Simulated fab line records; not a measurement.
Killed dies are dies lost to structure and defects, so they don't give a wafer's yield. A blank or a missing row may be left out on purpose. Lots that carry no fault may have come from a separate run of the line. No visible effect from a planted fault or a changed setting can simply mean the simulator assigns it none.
Matching of chambers	flow n5-finfet	rie-diel-05 running N5_BEOL_M9_STRIP_36: 4 sister chambers
The step strips in N2/H2. 4 wafers are shown with their chamber, then 7 later ones without.

## WAFERS PAIRED WITH THEIR CHAMBERS
wafer	chamber	showerhead-plenum-p-Torr (Torr)
L090.2	0	2.58
L090.4	3	2.49
L089.2	1	2.41
L089.4	2	2.50

## WAFERS WHOSE CHAMBER IS MISSING
wafer	showerhead-plenum-p-Torr (Torr)
L089.5	2.49
L097.2	2.57
L097.4	2.49
L097.6	2.57
L096.2	2.57
L096.3	2.49
L096.5	2.40

## WHICH CHAMBER EACH ONE RAN IN
wafer	from the rows above	in truth
L089.5	can't be placed: 3 or 2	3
L097.2	0	0
L097.4	can't be placed: 3 or 2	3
L097.6	0	0
L096.2	0	0
L096.3	can't be placed: 3 or 2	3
L096.5	1	1
Correct placement for 4 of the 7. These rows do not allow placing 3 (true chamber among the candidates in 3). Wrongly placed: 0.
How it was worked out, from the rows above alone: a wafer's distance from a chamber is the root of the sum, over the readings, of the square of ((its reading less the chamber's mean) divided by the reading's scatter). The wafer belongs to the nearest chamber; if the next one is less than 2 further off, it can't be placed. The mean given for a chamber averages the wafers shown for that chamber. The scatter: root of mean squared gap, hidden wafer to nearest shown wafer, with one shown wafer a chamber.
